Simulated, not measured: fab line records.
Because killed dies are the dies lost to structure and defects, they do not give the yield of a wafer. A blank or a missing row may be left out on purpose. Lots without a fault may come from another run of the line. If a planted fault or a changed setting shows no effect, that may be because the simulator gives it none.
Matching of chambers	flow n5-finfet	ald-metal-03 running N5_BEOL_M3_ALD_84: 4 sister chambers
The step deposits TaN, pulse time 2 s, purge time 3 s, co reactant purge time 2 s. 16 wafers are shown with their chamber, then 8 later ones without.

WAFERS, EACH WITH ITS CHAMBER
wafer	chamber	heater-power-w (W)
L079.1	3	383
L079.2	0	342
L079.3	2	471
L079.4	2	471
L079.5	0	352
L079.6	3	391
L084.1	1	412
L084.5	1	414
L084.6	2	462
L090.1	3	390
L090.2	2	456
L090.3	0	346
L090.4	1	411
L090.5	1	408
L090.6	2	470
L092.1	3	398

SIGNATURES (averages over the wafers above)
reading	chamber 0	chamber 1	chamber 2	chamber 3	scatter within a chamber
heater-power-w	346.67	411.25	466.00	390.50	5.51
Rule: a wafer lies at a distance from a chamber equal to the root of the sum of squares, over the readings, of (its reading less the chamber's mean, divided by the reading's scatter). If the next closest chamber is less than 2 further off than the closest, the wafer can't be placed; otherwise it belongs to the closest. The scatter: the root of (the sum of the squares of (reading less its chamber's mean) over the shown wafers, divided by (wafers less chambers)).

WAFERS WHOSE CHAMBER IS MISSING
wafer	heater-power-w (W)
L092.2	417
L092.3	477
L092.4	353
L092.5	421
L092.6	482
L096.4	362
L096.5	397
L096.6	467

EACH ONE'S CHAMBER
wafer	from the rows above	in truth
L092.2	1	1
L092.3	2	2
L092.4	0	0
L092.5	1	1
L092.6	2	2
L096.4	0	0
L096.5	can't be placed: 3 or 1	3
L096.6	2	2
Correctly placed: 7 of 8. Cannot be placed on the basis of these rows: 1; the candidates contain the true chamber in 1. Placed wrongly: 0.
